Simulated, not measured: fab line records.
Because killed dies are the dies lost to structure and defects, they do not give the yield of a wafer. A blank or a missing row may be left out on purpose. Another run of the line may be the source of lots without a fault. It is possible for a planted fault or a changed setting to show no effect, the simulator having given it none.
fab line records	flow n5-finfet
record: lots: 12	wafers: 35	last-day: 16
route steps=1938 shown BEOL_M12@1651 PAD_METAL@1893 PASSIVATION@1911
lots untouched by any fault: they come from a run of this same line in which no faults occurred
start-h: hours from the record's first day to the start of the lot's first wafer shown	wait-h: time in hours since the lot's previous step	" unchanged from the row above	L1.1+2: several wafers, shown together as one row	- value missing, or start not given	* or withheld: withheld	< > ~ a bound
route shown NAME@n: names a module that has steps shown in the file, with the first one's number in the route	usual: mean and standard deviation over wafers with no fault	same: alike in all rows	chamber/n: place in a boat	sites: readings site by site	_std_site: standard deviation across them	_edge_site: the outer-site mean with the inner-site mean subtracted	radius-mm: how far each site lies from the wafer's centre	mask NAME#n: copy n	behind: tool/chamber where the wafer was last shaped	hold: the reason the lot was held/the length of the hold in hours/how it ended	device: transistor that didn't switch, given as n, p or np	end of line: tests of these same wafers at the route's end	step lacking rows: just its recipe	killed: dies lost to structure and defects at the first sort, not the wafer's yield	map: dies across one wafer; x = killed, . = not, _ = none there
set.NAME: setting as actually run; set.NAME@STEP: the setting as run at that earlier step	model.NAME: the simulator's own value behind a step, which no gauge read
route steps across a sampled set of lots; one table per step, one row per wafer
services: the hour from which a tool's chamber was out of use, counted from the record's first day as start-h (under 0 if before that day), plus the number of hours and why
== steps ==
step: N5_BEOL_M12_ECD_47
recipe: material: Cu	target-thk-a: 7200
lot.wafer	tool	chamber	start-h	wait-h
L481.1+5	ecd-cu-02	0,1	232.58	0.1
L482.4+5+6	ecd-cu-02	0,0,1	242.13	0.1
L485.1+4+6	ecd-cu-01	1,1,0	253.76	0.1
L487.3+4+5	ecd-cu-02	0,1,0	285.36	0.1
L489.3+4+5	ecd-cu-01	1,0,1	290.57	0.1
L490.2+5+6	ecd-cu-02	1,0,1	301.96	0.2
L491.2+3+6	ecd-cu-01	1,0,0	302.20	0.1
L493.1+3+5	ecd-cu-01	1,0,1	302.45	0.1
L492.2+5+6	ecd-cu-01	0,1,0	311.03	0.1
L494.1+5+6	ecd-cu-01	0,0,1	323.22	0.1
L495.1+3+4	ecd-cu-01	1,1,0	340.08	0.1
L496.1+4+5	ecd-cu-01	0,1,1	345.63	0.1
step: N5_PASSIVATION_DEGAS_18
recipe: ambient: vacuum	temp-c: 300	time-s: 60
usual: heater-power-w: 473/39
lot.wafer	tool	chamber	start-h	wait-h	heater-power-w
L481.1	pvd-sputter-02	-	266.04	0.2	579
L481.5	"	-	"	"	491
L482.4	pvd-sputter-02	-	269.98	0.0	580
L482.5	"	-	"	"	463
L482.6	"	-	"	"	588
L485.1	pvd-sputter-01	-	283.40	0.6	462
L485.4	"	-	"	"	430
L485.6	"	-	"	"	458
L487.3	pvd-sputter-03	-	310.21	0.3	505
L487.4	"	-	"	"	458
L487.5	"	-	"	"	467
L489.3	pvd-sputter-03	-	314.63	0.2	454
L489.4	"	-	"	"	453
L489.5	"	-	"	"	456
L493.1	pvd-sputter-02	-	331.31	0.0	475
L493.3	"	-	"	"	471
L493.5	"	-	"	"	462
L490.2	pvd-sputter-03	-	333.76	0.0	462
L490.5	"	-	"	"	475
L490.6	"	-	"	"	451
L491.2	pvd-sputter-02	-	334.37	0.0	585
L491.3	"	-	"	"	466
L491.6	"	-	"	"	580
L492.2	pvd-sputter-03	-	341.33	0.5	444
L492.5	"	-	"	"	464
L492.6	"	-	"	"	508
L494.1	pvd-sputter-01	-	349.25	0.0	475
L494.5	"	-	"	"	452
L494.6	"	-	"	"	466
L495.1	pvd-sputter-01	-	369.93	0.2	433
L495.3	"	-	"	"	452
L495.4	"	-	"	"	450
L496.1	pvd-sputter-03	-	379.93	0.4	494
L496.4	"	-	"	"	442
L496.5	"	-	"	"	506
step: N5_PASSIVATION_PRE_CLEAN_19
recipe: gas: H2/He	time-s: *	temp-c: *
usual: heater-power-w: 473/38
lot.wafer	tool	chamber	start-h	wait-h	heater-power-w
L481.1	pvd-sputter-02	-	266.08	0.0	573
L481.5	"	-	"	"	491
L482.4	pvd-sputter-02	-	270.02	0.0	574
L482.5	"	-	"	"	457
L482.6	"	-	"	"	580
L485.1	pvd-sputter-01	-	283.44	0.0	461
L485.4	"	-	"	"	440
L485.6	"	-	"	"	464
L487.3	pvd-sputter-03	-	310.25	0.0	507
L487.4	"	-	"	"	464
L487.5	"	-	"	"	445
L489.3	pvd-sputter-03	-	314.67	0.0	452
L489.4	"	-	"	"	456
L489.5	"	-	"	"	459
L493.1	pvd-sputter-02	-	331.35	0.0	482
L493.3	"	-	"	"	453
L493.5	"	-	"	"	459
L490.2	pvd-sputter-03	-	333.80	0.0	450
L490.5	"	-	"	"	451
L490.6	"	-	"	"	467
L491.2	pvd-sputter-02	-	334.41	0.0	579
L491.3	"	-	"	"	466
L491.6	"	-	"	"	572
L492.2	pvd-sputter-03	-	341.37	0.0	443
L492.5	"	-	"	"	458
L492.6	"	-	"	"	492
L494.1	pvd-sputter-01	-	349.29	0.0	467
L494.5	"	-	"	"	449
L494.6	"	-	"	"	471
L495.1	pvd-sputter-01	-	369.97	0.0	431
L495.3	"	-	"	"	474
L495.4	"	-	"	"	478
L496.1	pvd-sputter-03	-	379.97	0.0	488
L496.4	"	-	"	"	457
L496.5	"	-	"	"	493
step: N5_PASSIVATION_STRIP_34
recipe: chemistry: O2	power-w: 600	temp-c: 60	pressure-mtorr: 30	rf-frequency-hz: 6e+07	bias-power-w: 0	overash-fraction: 2	o2-flow-sccm: 225
usual: drypump-motor-current-A: 5.8/0.59	oes-product-au: 0.80/0.078	rf-vpp-V: 3.6/1.5	showerhead-plenum-p-Torr: 2.06/0.063	throttle-valve-pct: 16.58/0.22
lot.wafer	tool	chamber	start-h	wait-h	drypump-motor-current-A	oes-product-au	rf-hours-counter-h	rf-vpp-V	showerhead-plenum-p-Torr	throttle-valve-pct
L481.1	rie-diel-02	2	267.58	0.1	6.2	0.73	124	3.7	2.03	16.76
L481.5	"	1	"	"	5.5	0.80	-	3.6	2.04	16.21
L482.4	rie-diel-02	1	271.65	0.1	5.5	0.81	-	4.4	2.04	16.29
L482.5	"	2	"	"	6.2	0.77	-	4.1	2.03	16.72
L482.6	"	3	"	"	5.9	0.95	-	3.6	2.05	16.46
L485.1	rie-diel-05	2	284.82	0.1	6.6	0.70	242	7.3	2.08	16.93
L485.4	"	3	"	"	4.9	0.81	79	4.4	2.04	16.20
L485.6	"	1	"	"	6.4	0.85	-	2.0	2.04	16.54
L487.3	rie-diel-06	2	311.69	0.1	6.2	0.85	75	5.5	2.04	16.66
L487.4	"	3	"	"	6.5	0.68	-	2.8	2.16	16.99
L487.5	"	1	"	"	5.9	0.88	-	5.9	2.23	16.39
L489.3	rie-diel-02	0	315.97	0.1	5.0	0.83	91	3.6	2.05	16.63
L489.4	"	1	"	"	5.5	0.79	85	5.2	2.03	16.27
L489.5	"	3	"	"	6.0	0.90	-	5.6	2.05	16.47
L493.1	rie-diel-02	1	332.65	0.1	5.5	0.81	89	5.1	2.03	16.26
L493.3	"	2	"	"	6.2	0.72	145	3.1	2.02	16.83
L493.5	"	0	"	"	5.0	0.81	-	2.3	2.05	16.56
L490.2	rie-diel-05	0	335.36	0.2	6.0	0.74	182	2.4	1.99	16.58
L490.5	"	3	"	"	4.9	0.77	-	5.4	2.03	16.34
L490.6	"	0	"	"	6.0	0.74	-	2.8	1.99	16.59
L491.2	rie-diel-02	2	336.11	0.2	6.3	0.73	146	2.2	2.02	16.81
L491.3	"	1	"	"	5.5	0.77	90	3.6	2.03	16.28
L491.6	"	1	"	"	5.5	0.79	-	4.6	2.03	16.23
L492.2	rie-diel-02	0	343.02	0.1	5.0	0.79	101	5.0	2.05	16.62
L492.5	"	1	"	"	5.5	0.78	-	5.0	2.03	16.31
L492.6	"	0	"	"	5.1	0.82	-	3.5	2.05	16.66
L494.1	rie-diel-06	2	350.59	0.1	6.2	0.85	86	2.4	2.04	16.71
L494.5	"	0	"	"	4.9	0.92	-	3.9	2.23	16.61
L494.6	"	1	"	"	5.9	0.87	-	5.5	2.22	16.45
L495.1	rie-diel-02	0	372.49	0.2	5.0	0.82	112	6.9	2.04	16.66
L495.3	"	2	"	"	6.2	0.73	159	4.1	2.02	16.83
L495.4	"	1	"	"	5.5	0.78	105	2.2	2.02	16.27
L496.1	rie-diel-05	3	381.40	0.1	4.9	0.76	116	0.7	2.03	16.34
L496.4	"	0	"	"	6.0	0.69	201	4.9	1.99	16.65
L496.5	"	2	"	"	6.6	0.94	-	2.4	2.07	16.54
step: N5_PASSIVATION_PROBE_49
usual: defect-limited-yield: 90.9/1.5	killed_at_M0_to_M3: 36/10	killed_at_M4_up: 13/5.5	killed-at-contacts: 12/5.6	killed-at-front-end: 42/12	killed-at-other: 4/3.2	killed-dies: 108/18	killed-on-rim: 15/4.1	killed-open: 71/13	killed-short: 34/7.8	sort_bin_5_function: 5.4/1	sort_bin_6_memory: 3.4/0.68	sort_bin_8_speed: 0.00/0.0071	sort-n-pass: 1072/18	sort-yield-pct: 90.9/1.5
same: gross-dies: 1180	killed-at-back-side: 0	sort_bin_4_leakage[%]: 0
lot.wafer	tool	chamber	start-h	wait-h	defect-limited-yield[%]	killed_at_M0_to_M3	killed_at_M4_up	killed-at-contacts	killed-at-front-end	killed-at-other	killed-dies	killed-on-rim	killed-open	killed-short	sort_bin_5_function[%]	sort_bin_6_memory[%]	sort_bin_8_speed[%]	sort-n-pass	sort-yield-pct[%]
L481.1	prober-02	-	271.95	0.0	90.2	32	16	18	46	4	116	17	65	48	6.0	3.5	0	1064	90.2
L481.5	prober-02	-	272.15	0.2	90.6	39	15	16	33	8	111	14	72	37	5.0	4.0	0	1069	90.6
L482.4	prober-02	-	276.08	0.2	90.3	34	10	3	63	4	114	15	84	27	6.3	3.1	0	1066	90.3
L482.5	prober-02	-	276.13	0.2	88.9	44	11	11	65	0	131	22	92	35	6.4	4.0	0	1049	88.9
L482.6	prober-02	-	276.18	0.3	91.3	44	9	2	47	1	103	18	71	32	5.3	3.2	0	1077	91.3
L485.1	prober-02	-	289.16	0.0	91.7	22	16	7	44	9	98	18	70	25	5.0	3.2	0	1082	91.7
L485.4	prober-02	-	289.31	0.2	90.6	18	17	3	69	4	111	23	69	34	5.2	3.1	0	1069	90.6
L485.6	prober-02	-	289.41	0.3	93.1	14	14	2	49	3	82	19	49	23	4.1	2.0	0	1098	93.1
L487.3	prober-01	-	315.97	0.1	92.8	27	14	8	34	2	85	17	60	25	5.2	2.0	0.08	1094	92.7
L487.4	prober-01	-	316.02	0.2	91.9	28	19	6	39	3	95	11	69	23	5.2	2.5	0	1085	91.9
L487.5	prober-01	-	316.07	0.2	91.9	25	16	8	44	3	96	7	65	29	4.9	3.0	0	1084	91.9
L489.3	prober-01	-	320.25	0.1	93.1	22	17	5	35	2	81	10	52	28	3.9	2.7	0	1099	93.1
L489.4	prober-01	-	320.30	0.2	95.3	27	5	2	19	2	55	7	30	23	2.7	1.7	0	1125	95.3
L489.5	prober-01	-	320.35	0.2	91.9	25	8	10	53	0	96	8	53	38	5.0	2.6	0	1084	91.9
L493.1	prober-02	-	336.83	0.0	90.1	48	22	5	36	6	117	13	70	45	6.2	3.3	0	1063	90.1
L493.3	prober-02	-	336.93	0.1	90.9	43	11	3	46	4	107	15	58	49	5.7	3.0	0	1073	90.9
L493.5	prober-02	-	337.03	0.2	92.4	25	9	14	40	2	90	14	62	27	4.2	3.3	0	1090	92.4
L490.2	prober-01	-	339.71	0.1	90.8	46	14	21	24	3	108	17	74	32	5.8	3.1	0	1072	90.8
L490.5	prober-01	-	339.86	0.2	88.9	35	10	30	54	2	131	20	89	40	6.4	4.3	0	1049	88.9
L490.6	prober-01	-	339.91	0.3	89.7	58	17	15	30	1	121	16	84	36	5.7	4.1	0	1059	89.7
L491.2	prober-02	-	340.54	0.1	92.0	41	16	8	19	10	94	14	65	29	4.7	3.0	0	1086	92.0
L491.3	prober-02	-	340.59	0.1	91.0	42	11	10	39	4	106	13	82	24	6.1	2.7	0	1074	91.0
L491.6	prober-02	-	340.74	0.3	92.4	39	12	8	29	2	90	10	61	28	4.8	2.5	0	1090	92.4
L492.2	prober-01	-	347.96	0.1	91.9	28	17	12	30	8	95	17	60	35	4.9	3.0	0	1085	91.9
L492.5	prober-01	-	348.11	0.2	91.4	29	14	20	32	6	101	7	70	26	5.3	2.9	0	1079	91.4
L492.6	prober-01	-	348.16	0.3	92.0	33	8	16	37	0	94	15	63	31	5.2	2.5	0	1086	92.0
L494.1	prober-01	-	355.14	0.0	74.9	24	230	11	28	3	296	39	44	33	14.7	9.2	0	884	74.9
L494.5	prober-01	-	355.34	0.2	75.3	17	226	11	35	2	291	38	46	22	15.1	8.3	0	889	75.3
L494.6	prober-01	-	355.39	0.3	72.1	19	257	21	28	4	329	42	50	29	16.7	9.8	0	851	72.1
L495.1	prober-01	-	376.66	0.0	74.0	30	209	8	56	4	307	45	63	35	15.3	8.9	0	873	74.0
L495.3	prober-01	-	376.76	0.1	73.4	23	205	16	66	4	314	45	85	27	16.2	9.2	0	866	73.4
L495.4	prober-01	-	376.81	0.2	70.4	26	235	10	75	3	349	47	78	40	18.0	10.0	0	831	70.4
L496.1	prober-01	-	385.70	0.0	74.2	22	240	5	33	4	304	47	45	32	15.9	8.0	0	876	74.2
L496.4	prober-01	-	385.85	0.2	76.1	25	216	7	31	3	282	31	53	25	14.6	8.0	0	898	76.1
L496.5	prober-01	-	385.90	0.2	75.3	31	222	8	28	3	292	40	66	16	14.6	8.6	0	888	75.3
killed by level:class
L481.1 BEOL_M0_SAQP:geometric-particle:short=15 STI_FIN_REVEAL:geometric-particle:open=14 MOL_CONTACT_COAG:geometric-particle:open=12 BEOL_M4:geometric-particle:open=10 FIN_SAQP:geometric-particle:short=6 MOL_CONTACT_COAG:geometric-particle:short=5 STI_FIN_REVEAL:geometric-particle:short=4 BEOL_M1:geometric-particle:open=4
L481.5 MOL_CONTACT_COAG:geometric-particle:open=14 BEOL_M0_SAQP:geometric-particle:short=9 STI_FIN_REVEAL:geometric-particle:open=7 BEOL_M3:geometric-particle:short=7 BEOL_M0_SAQP:geometric-particle:open=6 BEOL_M4:geometric-particle:open=6 BEOL_M2:geometric-particle:open=5 GATE_CUT:geometric-particle:open=4
L482.4 STI_FIN_REVEAL:geometric-particle:open=26 FIN_SAQP:geometric-particle:short=10 FIN_SAQP:geometric-particle:open=9 BEOL_M3:geometric-particle:open=9 BEOL_M4:geometric-particle:open=7 BEOL_M2:geometric-particle:open=7 BEOL_M0_SAQP:geometric-particle:open=5 GATE_CUT:geometric-particle:short=4
L482.5 STI_FIN_REVEAL:geometric-particle:open=31 BEOL_M0_SAQP:geometric-particle:short=12 BEOL_M0_SAQP:geometric-particle:open=11 MOL_CONTACT_COAG:geometric-particle:open=10 BEOL_M3:geometric-particle:open=9 FIN_SAQP:geometric-particle:open=8 FIN_SAQP:geometric-particle:short=7 STI_FIN_REVEAL:geometric-particle:short=6
L482.6 STI_FIN_REVEAL:geometric-particle:open=19 BEOL_M1:geometric-particle:open=13 BEOL_M0_SAQP:geometric-particle:open=8 FIN_SAQP:geometric-particle:open=6 STI_FIN_REVEAL:geometric-particle:short=6 BEOL_M0_SAQP:geometric-particle:short=6 BEOL_M2:geometric-particle:open=5 FIN_SAQP:geometric-particle:short=4
L485.1 FIN_SAQP:geometric-particle:open=17 FIN_SAQP:geometric-particle:short=10 DUMMY_GATE:geometric-particle:open=6 MOL_CONTACT_COAG:geometric-particle:open=6 BEOL_M1:geometric-particle:open=6 BEOL_M2:geometric-particle:open=5 BEOL_M5:geometric-particle:open=5 BEOL_M4:geometric-particle:open=4
L485.4 FIN_SAQP:geometric-particle:open=21 HKMG_FIN:area-etch=8 BEOL_M4:geometric-particle:open=7 FIN_SAQP:geometric-particle:short=7 STI_FIN_REVEAL:geometric-particle:open=7 BEOL_M0_SAQP:geometric-particle:open=6 BEOL_M0_SAQP:geometric-particle:short=5 STARTING-WAFER:geometric-particle:open=5
L485.6 HKMG_FIN:area-etch=8 STI_FIN_REVEAL:geometric-particle:open=6 FIN_SAQP:geometric-particle:short=5 FIN_SAQP:geometric-particle:open=4 SPACER0:geometric-particle:short=4 BEOL_M1:geometric-particle:open=4 STI_FIN_REVEAL:geometric-particle:short=3 DUMMY_GATE:geometric-particle:open=3
L487.3 BEOL_M0_SAQP:geometric-particle:open=9 DUMMY_GATE:geometric-particle:open=8 BEOL_M0_SAQP:geometric-particle:short=7 FIN_SAQP:geometric-particle:open=6 MOL_CONTACT_COAG:geometric-particle:open=6 BEOL_M3:geometric-particle:open=5 BEOL_M2:geometric-particle:open=4 BEOL_M4:geometric-particle:open=4
L487.4 BEOL_M4:geometric-particle:open=9 FIN_SAQP:geometric-particle:open=8 BEOL_M0_SAQP:geometric-particle:open=6 FIN_SAQP:geometric-particle:short=5 DUMMY_GATE:geometric-particle:open=5 GATE_CUT:geometric-particle:open=5 BEOL_M1:geometric-particle:open=5 MOL_CONTACT_COAG:geometric-particle:open=4
L487.5 FIN_SAQP:geometric-particle:open=14 FIN_SAQP:geometric-particle:short=10 BEOL_M1:geometric-particle:open=9 MOL_CONTACT_COAG:geometric-particle:open=8 BEOL_M3:geometric-particle:open=8 DUMMY_GATE:geometric-particle:open=7 BEOL_M4:geometric-particle:open=6 STARTING-WAFER:geometric-particle:open=4
L489.3 FIN_SAQP:geometric-particle:open=10 BEOL_M0_SAQP:geometric-particle:short=8 BEOL_M4:geometric-particle:open=6 FIN_SAQP:geometric-particle:short=4 DUMMY_GATE:geometric-particle:open=4 BEOL_M5:geometric-particle:open=4 ILD0:geometric-particle:short=3 MOL_CONTACT_COAG:geometric-particle:open=3
L489.4 BEOL_M0_SAQP:geometric-particle:short=8 BEOL_M0_SAQP:geometric-particle:open=5 DUMMY_GATE:geometric-particle:open=4 FIN_SAQP:geometric-particle:open=3 BEOL_M1:geometric-particle:open=3 BEOL_M3:geometric-particle:open=3 FIN_CUT:geometric-particle:short=2 MOL_CONTACT_COAG:geometric-particle:open=2
L489.5 FIN_SAQP:geometric-particle:open=17 FIN_SAQP:geometric-particle:short=12 BEOL_M2:geometric-particle:open=9 MOL_CONTACT_COAG:geometric-particle:open=5 MOL_CONTACT_COAG:geometric-particle:short=5 GATE_CUT:geometric-particle:short=4 BEOL_M0_SAQP:geometric-particle:short=4 BEOL_M3:geometric-particle:open=4
L493.1 FIN_SAQP:geometric-particle:open=10 BEOL_M0_SAQP:geometric-particle:short=10 BEOL_M2:geometric-particle:open=10 FIN_SAQP:geometric-particle:short=7 BEOL_M0:geometric-particle:short=7 BEOL_M3:geometric-particle:open=7 BEOL_M4:geometric-particle:open=7 DUMMY_GATE:geometric-particle:open=5
L493.3 STI_FIN_REVEAL:geometric-particle:open=16 BEOL_M0_SAQP:geometric-particle:short=11 STARTING-WAFER:geometric-particle:short=9 FIN_SAQP:geometric-particle:short=8 BEOL_M2:geometric-particle:open=8 BEOL_M0_SAQP:geometric-particle:open=8 BEOL_M0:geometric-particle:short=4 DUMMY_GATE:geometric-particle:open=3
L493.5 MOL_CONTACT_COAG:geometric-particle:open=13 BEOL_M2:geometric-particle:open=8 STI_FIN_REVEAL:geometric-particle:open=8 GATE_CUT:geometric-particle:short=8 FIN_SAQP:geometric-particle:open=7 BEOL_M0_SAQP:geometric-particle:short=7 DUMMY_GATE:geometric-particle:open=6 FIN_SAQP:geometric-particle:short=5
L490.2 MOL_CONTACT_COAG:geometric-particle:open=17 BEOL_M3:geometric-particle:open=12 BEOL_M2:geometric-particle:open=10 BEOL_M1:geometric-particle:open=7 STI_FIN_REVEAL:geometric-particle:open=6 BEOL_M3:geometric-particle:short=5 STARTING-WAFER:geometric-particle:short=4 MOL_CONTACT_COAG:geometric-particle:short=4
L490.5 MOL_CONTACT_COAG:geometric-particle:open=26 STI_FIN_REVEAL:geometric-particle:open=17 FIN_SAQP:geometric-particle:short=11 BEOL_M2:geometric-particle:open=8 BEOL_M3:geometric-particle:open=8 FIN_SAQP:geometric-particle:open=7 STI_FIN_REVEAL:geometric-particle:short=4 MOL_CONTACT_COAG:geometric-particle:short=4
L490.6 BEOL_M3:geometric-particle:open=16 MOL_CONTACT_COAG:geometric-particle:open=14 BEOL_M1:geometric-particle:open=12 BEOL_M0_SAQP:geometric-particle:short=9 BEOL_M0_SAQP:geometric-particle:open=8 BEOL_M2:geometric-particle:open=7 BEOL_M4:geometric-particle:open=7 FIN_SAQP:geometric-particle:short=6
L491.2 BEOL_M2:geometric-particle:open=9 BEOL_M1:geometric-particle:open=9 BEOL_M3:geometric-particle:open=8 MOL_CONTACT_COAG:geometric-particle:open=7 BEOL_M4:geometric-particle:open=7 BEOL_M1:geometric-particle:short=5 FIN_SAQP:geometric-particle:open=4 BEOL_M2:geometric-particle:short=4
L491.3 BEOL_M2:geometric-particle:open=24 STI_FIN_REVEAL:geometric-particle:open=12 MOL_CONTACT_COAG:geometric-particle:open=8 GATE_CUT:geometric-particle:short=6 BEOL_M0_SAQP:geometric-particle:open=6 BEOL_M4:geometric-particle:open=5 BEOL_M1:geometric-particle:open=4 STARTING-WAFER:geometric-particle:open=4
L491.6 BEOL_M1:geometric-particle:open=10 BEOL_M2:geometric-particle:open=10 FIN_SAQP:geometric-particle:open=6 MOL_CONTACT_COAG:geometric-particle:open=6 BEOL_M0_SAQP:geometric-particle:short=5 BEOL_M3:geometric-particle:open=5 BEOL_M8:geometric-particle:open=5 STARTING-WAFER:geometric-particle:short=5
L492.2 BEOL_M4:geometric-particle:open=13 BEOL_M0_SAQP:geometric-particle:short=11 MOL_CONTACT_COAG:geometric-particle:open=10 STI_FIN_REVEAL:geometric-particle:open=8 DUMMY_GATE:geometric-particle:open=7 BEOL_M0_SAQP:geometric-particle:open=6 FIN_SAQP:geometric-particle:short=5 BEOL_M1:geometric-particle:open=4
L492.5 MOL_CONTACT_COAG:geometric-particle:open=13 STI_FIN_REVEAL:geometric-particle:open=10 BEOL_M1:geometric-particle:open=10 DUMMY_GATE:geometric-particle:open=7 MOL_CONTACT_COAG:geometric-particle:short=7 BEOL_M3:geometric-particle:open=5 BEOL_M0_SAQP:geometric-particle:open=4 BEOL_M0_SAQP:geometric-particle:short=4
L492.6 MOL_CONTACT_COAG:geometric-particle:open=15 BEOL_M0_SAQP:geometric-particle:short=9 STI_FIN_REVEAL:geometric-particle:open=8 BEOL_M0_SAQP:geometric-particle:open=8 DUMMY_GATE:geometric-particle:short=6 BEOL_M1:geometric-particle:open=6 DUMMY_GATE:geometric-particle:open=5 BEOL_M3:geometric-particle:open=5
L494.1 BEOL_M12:unspecified=219 MOL_CONTACT_COAG:geometric-particle:open=9 FIN_SAQP:geometric-particle:open=7 BEOL_M1:geometric-particle:open=7 FIN_SAQP:geometric-particle:short=6 BEOL_M2:geometric-particle:open=5 GATE_CUT:geometric-particle:short=4 BEOL_M0_SAQP:geometric-particle:short=4
L494.5 BEOL_M12:unspecified=222 FIN_SAQP:geometric-particle:short=10 MOL_CONTACT_COAG:geometric-particle:open=8 STI_FIN_REVEAL:geometric-particle:open=7 FIN_SAQP:geometric-particle:open=6 DUMMY_GATE:geometric-particle:open=5 BEOL_M1:geometric-particle:open=5 BEOL_M3:geometric-particle:open=5
L494.6 BEOL_M12:unspecified=249 MOL_CONTACT_COAG:geometric-particle:open=16 GATE_CUT:geometric-particle:short=8 BEOL_M2:geometric-particle:open=8 FIN_SAQP:geometric-particle:short=7 FIN_SAQP:geometric-particle:open=6 MOL_CONTACT_COAG:geometric-particle:short=5 DUMMY_GATE:geometric-particle:open=3
L495.1 BEOL_M12:unspecified=204 FIN_SAQP:geometric-particle:open=17 STI_FIN_REVEAL:geometric-particle:open=12 BEOL_M0_SAQP:geometric-particle:short=11 MOL_CONTACT_COAG:geometric-particle:open=8 FIN_SAQP:geometric-particle:short=7 BEOL_M0_SAQP:geometric-particle:open=6 HKMG_FIN:area-etch=5
L495.3 BEOL_M12:unspecified=201 FIN_SAQP:geometric-particle:open=29 MOL_CONTACT_COAG:geometric-particle:open=15 FIN_SAQP:geometric-particle:short=12 STI_FIN_REVEAL:geometric-particle:open=7 BEOL_M0_SAQP:geometric-particle:short=6 GATE_CUT:geometric-particle:open=5 BEOL_M1:geometric-particle:open=5
L495.4 BEOL_M12:unspecified=230 FIN_SAQP:geometric-particle:open=22 FIN_SAQP:geometric-particle:short=14 STI_FIN_REVEAL:geometric-particle:open=14 BEOL_M3:geometric-particle:open=10 MOL_CONTACT_COAG:geometric-particle:open=7 STI_FIN_REVEAL:geometric-particle:short=5 BEOL_M0_SAQP:geometric-particle:short=5
L496.1 BEOL_M12:unspecified=227 STI_FIN_REVEAL:geometric-particle:open=10 FIN_SAQP:geometric-particle:short=6 BEOL_M3:geometric-particle:open=6 MOL_CONTACT_COAG:geometric-particle:open=5 FIN_SAQP:geometric-particle:open=4 BEOL_M0_SAQP:geometric-particle:short=4 BEOL_M2:geometric-particle:short=4
L496.4 BEOL_M12:unspecified=203 BEOL_M3:geometric-particle:open=8 MOL_CONTACT_COAG:geometric-particle:open=6 DUMMY_GATE:geometric-particle:open=5 BEOL_M4:geometric-particle:open=5 STI_FIN_REVEAL:geometric-particle:open=4 GATE_CUT:geometric-particle:short=4 BEOL_M0_SAQP:geometric-particle:short=4
L496.5 BEOL_M12:unspecified=210 BEOL_M1:geometric-particle:open=12 MOL_CONTACT_COAG:geometric-particle:open=8 STI_FIN_REVEAL:geometric-particle:open=7 DUMMY_GATE:geometric-particle:open=7 BEOL_M0_SAQP:geometric-particle:open=6 BEOL_M4:geometric-particle:open=5 FIN_SAQP:geometric-particle:open=4
== services ==
tool	chamber	start-h	hours	kind
rie-diel-06	0	220.63	6.6	repair
rie-diel-02	-	229.71	0.5	repair
rie-diel-05	0	258.19	9.4	repair
rie-diel-02	3	259.59	-	clean
rie-diel-02	3	259.59	-	consumable-replace:focus-ring
rie-diel-02	3	259.59	11.6	scheduled-down
rie-diel-02	3	259.59	11.6	vent-cycle
rie-diel-02	0	264.49	9.9	repair
pvd-sputter-02	-	279.52	3.8	repair
rie-diel-06	0	287.32	-	clean
rie-diel-06	0	287.32	-	consumable-replace:focus-ring
rie-diel-06	0	287.32	-	consumable-replace:showerhead
ecd-cu-01	-	296.85	0.8	repair
rie-diel-05	0	307.30	4.3	repair
rie-diel-05	2	311.74	-	clean
rie-diel-05	2	311.74	-	consumable-replace:focus-ring
rie-diel-05	2	311.74	19.0	scheduled-down
rie-diel-05	2	311.74	19.0	vent-cycle
ecd-cu-01	-	313.56	1.8	repair
pvd-sputter-01	-	320.04	19.6	repair
rie-diel-06	3	328.29	2.5	repair
pvd-sputter-01	-	354.53	5.4	repair
rie-diel-05	3	376.16	2.3	repair
ecd-cu-02	-	378.60	4.7	repair
== key ==
first-sign: step: N5_PASSIVATION_PROBE_49	reading: killed_at_M4_up	direction: up	sigmas: 39	usual: 13	struck: 227
effect: step: N5_PASSIVATION_PROBE_49	reading: killed-dies	direction: up	sigmas: 11	usual: 108	struck: 307
more-kills-born-at: N5_BEOL_M12_ECD_47@ecd-cu-01: 1965
met-at N5_BEOL_M12_ECD_47
struck-lots L494,L495,L496
not-acting-at N5_PASSIVATION_DEGAS_18,N5_PASSIVATION_PRE_CLEAN_19,N5_PASSIVATION_STRIP_34
onset-between 311.03 323.22
also-fits time
fault: kind: chamber-particle-source	tool: ecd-cu-01	chamber: -	onset-h: 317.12	steps: N5_BEOL_M12_ECD_47	rate-per-visit-cm2: 0.40243	end-h: 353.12
